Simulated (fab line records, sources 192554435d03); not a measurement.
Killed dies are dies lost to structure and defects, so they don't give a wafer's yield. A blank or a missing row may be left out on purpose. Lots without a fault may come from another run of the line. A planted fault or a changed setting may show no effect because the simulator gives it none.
Split-lot experiment | flow n5_finfet | 7 lots, 21 wafers read, on a route of 1938 steps

THE SPLIT
At N5_FIN_CUT_CUT_ETCH_15 (etches Si in HBr/Cl2/O2, target depth 100 nm, bt time 10 s, time 42.4 s), the setting time_s was moved away from the recipe's 42.4 s on 8 of the 21 wafers read, by -11.0% to -5.8%. The other wafers ran this setting at the recipe's value.

The file shows no step between the split and the reading.

THE READING
SOC_of_FIN_CUT_COAT_18.thk_nm (the simulator's own value, which no gauge read), in nm, at N5_FIN_CUT_CUT_ETCH_28 (etches Si in HBr/Cl2/O2, target depth 6 nm, time 2.4 s). The file gives no usual value for it. The 13 wafers here that ran the recipe average 169.1 nm, standard deviation 1.1 nm.

wafer  | tool, chamber at the split | time_s as run, s | against the recipe | SOC_of_FIN_CUT_COAT_18.thk_nm, nm | against lot-mates on the recipe
L076.4 | rie_si-04, 2               | 42.4             | recipe             | 170.2                             | -
L076.5 | rie_si-04, 2               | 42.4             | recipe             | 169.8                             | -
L076.6 | rie_si-04, 1               | 42.4             | recipe             | 168.4                             | -
L079.2 | rie_si-01, 3               | 42.4             | recipe             | 167.6                             | -
L079.3 | rie_si-01, 1               | 37.75            | -11.0%             | 172.8                             | +5.2
L079.4 | rie_si-01, 2               | 37.75            | -11.0%             | 171.4                             | +3.8
L080.1 | rie_si-02, 1               | 39.94            | -5.8%              | 169                               | +2.4
L080.3 | rie_si-02, 2               | 39.94            | -5.8%              | 171                               | +4.4
L080.6 | rie_si-02, 1               | 42.4             | recipe             | 166.6                             | -
L084.1 | rie_si-04, 2               | 38.04            | -10.3%             | 173.4                             | +5.0
L084.2 | rie_si-04, 0               | 38.04            | -10.3%             | 172                               | +3.6
L084.4 | rie_si-04, 1               | 42.4             | recipe             | 168.4                             | -
L087.2 | rie_si-04, 0               | 42.4             | recipe             | 170.6                             | -
L087.3 | rie_si-04, 2               | 42.4             | recipe             | 170.4                             | -
L087.4 | rie_si-04, 3               | 42.4             | recipe             | 169.8                             | -
L088.3 | rie_si-02, 1               | 42.4             | recipe             | 168.4                             | -
L088.4 | rie_si-02, 2               | 42.4             | recipe             | 169                               | -
L088.5 | rie_si-02, 2               | 42.4             | recipe             | 169.8                             | -
L092.1 | rie_si-01, 3               | 42.4             | recipe             | 169.4                             | -
L092.2 | rie_si-01, 1               | 39.78            | -6.2%              | 171.6                             | +2.2
L092.3 | rie_si-01, 0               | 39.78            | -6.2%              | 171.4                             | +2.0

THE FIT
A straight line over all 21 wafers: SOC_of_FIN_CUT_COAT_18.thk_nm changes by -0.304 nm for each +1% of time_s; r = -0.78; the points scatter about the line by 1.1 nm.
The same after taking each lot's own level away (the mean of its wafers on the recipe; 21 wafers): -0.42 nm for each +1%; r = -0.94; scatter 0.71 nm.
On that fit, the largest move of time_s shifts the reading by 4.6 nm.
The lots' own levels span 166.60 to 170.27 nm, that is 3.2 times the standard deviation above.
So the lot-to-lot level blurs the effect unless lot-mates are compared.
Check: with one of the wafers moved furthest among these (-11.0%) left out of the fit, the line predicts +4.5 nm for it against its lot-mates. It came out at +5.2 nm against them.

OTHER SPLITS ON THESE WAFERS
These wafers also went through other splits before the reading. Each is held against what the fit with the lots' levels taken away leaves over:
other split on the same wafers | wafers away from the commonest value | r with SOC_of_FIN_CUT_COAT_18.thk_nm (lot level and that fit taken away)
N5_WELL_APT_COAT_02 spin_rpm   | 5                                    | +0.10
N5_WELL_APT_PEB_06 peb_time_s  | 4                                    | -0.43
N5_WELL_APT_COAT_19 spin_rpm   | 6                                    | -0.02
N5_WELL_APT_PEB_23 peb_temp_c  | 4                                    | -0.27
N5_FIN_SAQP_PEB_14 peb_time_s  | 9                                    | -0.18

THE WHOLE CHAIN: every reading that the file lists as answering this split, in the file's order
step                   | what it does                                                            | reading                                                                        | change (the file's fit)               | r (the file's)
N5_FIN_CUT_CUT_ETCH_15 | etches Si in HBr/Cl2/O2, target depth 100 nm, bt time 10 s, time 42.4 s | FIN_CUT.feature_depth_nm (the simulator's own value, which no gauge read)      | +1.1 nm for each +1% of the setting   | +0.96
N5_FIN_CUT_CUT_ETCH_15 | etches Si in HBr/Cl2/O2, target depth 100 nm, bt time 10 s, time 42.4 s | etch.depth_nm (the simulator's own value, which no gauge read)                 | +1.1 nm for each +1% of the setting   | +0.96
N5_FIN_CUT_CUT_ETCH_15 | etches Si in HBr/Cl2/O2, target depth 100 nm, bt time 10 s, time 42.4 s | SOC_of_FIN_CUT_COAT_18.thk_nm (the simulator's own value, which no gauge read) | -0.428 nm for each +1% of the setting | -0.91
N5_FIN_CUT_CUT_ETCH_28 | etches Si in HBr/Cl2/O2, target depth 6 nm, time 2.4 s                  | SOC_of_FIN_CUT_COAT_18.thk_nm (the simulator's own value, which no gauge read) | -0.424 nm for each +1% of the setting | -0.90

THE FILE'S OWN FIT
SOC_of_FIN_CUT_COAT_18.thk_nm changes by -0.424 nm for each +1% of time_s, r = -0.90.
